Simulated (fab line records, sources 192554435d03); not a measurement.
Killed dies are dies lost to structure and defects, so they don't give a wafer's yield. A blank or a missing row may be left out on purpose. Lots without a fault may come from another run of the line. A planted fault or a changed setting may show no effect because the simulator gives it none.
Chamber matching | flow n5_finfet | N5_HKMG_FIN_HK_ALD_01 on ald_hk-02: 4 sister chambers
The step deposits HfO2, target thk 1.6 nm, pulse time 3 s, purge time 3 s. 4 wafers are shown with their chamber, then 8 later ones without.

WAFERS WITH THEIR CHAMBER
wafer  | chamber | precursor_pulse_height_rel
L085.4 | 3       | 0.999
L089.2 | 1       | 1.012
L089.3 | 2       | 1.021
L091.3 | 0       | 1.040

WAFERS WITHOUT THEIR CHAMBER
wafer  | precursor_pulse_height_rel
L091.4 | 1.022
L091.6 | 1.001
L094.2 | 1.010
L094.3 | 1.043
L094.4 | 1.020
L096.1 | 1.047
L096.2 | 1.012
L096.6 | 1.003

WHICH CHAMBER EACH WENT THROUGH
wafer  | from the rows above     | in truth
L091.4 | 2                       | 2
L091.6 | 3                       | 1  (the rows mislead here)
L094.2 | 1                       | 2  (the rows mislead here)
L094.3 | 0                       | 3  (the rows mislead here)
L094.4 | 2                       | 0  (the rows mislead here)
L096.1 | 0                       | 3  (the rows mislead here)
L096.2 | 1                       | 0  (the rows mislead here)
L096.6 | can't be placed: 3 or 1 | 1
Placed correctly: 1 of 8. Can't be placed from these rows: 1 (the true chamber is among the candidates in 1). Placed wrongly: 6.
How it was worked out, from the rows above alone: a wafer's distance from a chamber is the root of the sum, over the readings, of the square of ((its reading less the chamber's mean) divided by the reading's scatter). The wafer belongs to the nearest chamber; if the next one is less than 2 further off, it can't be placed. A chamber's mean is the mean of its shown wafers. The scatter: with one shown wafer a chamber, the root of the mean of the squares of how far each hidden wafer lies from its nearest shown one.
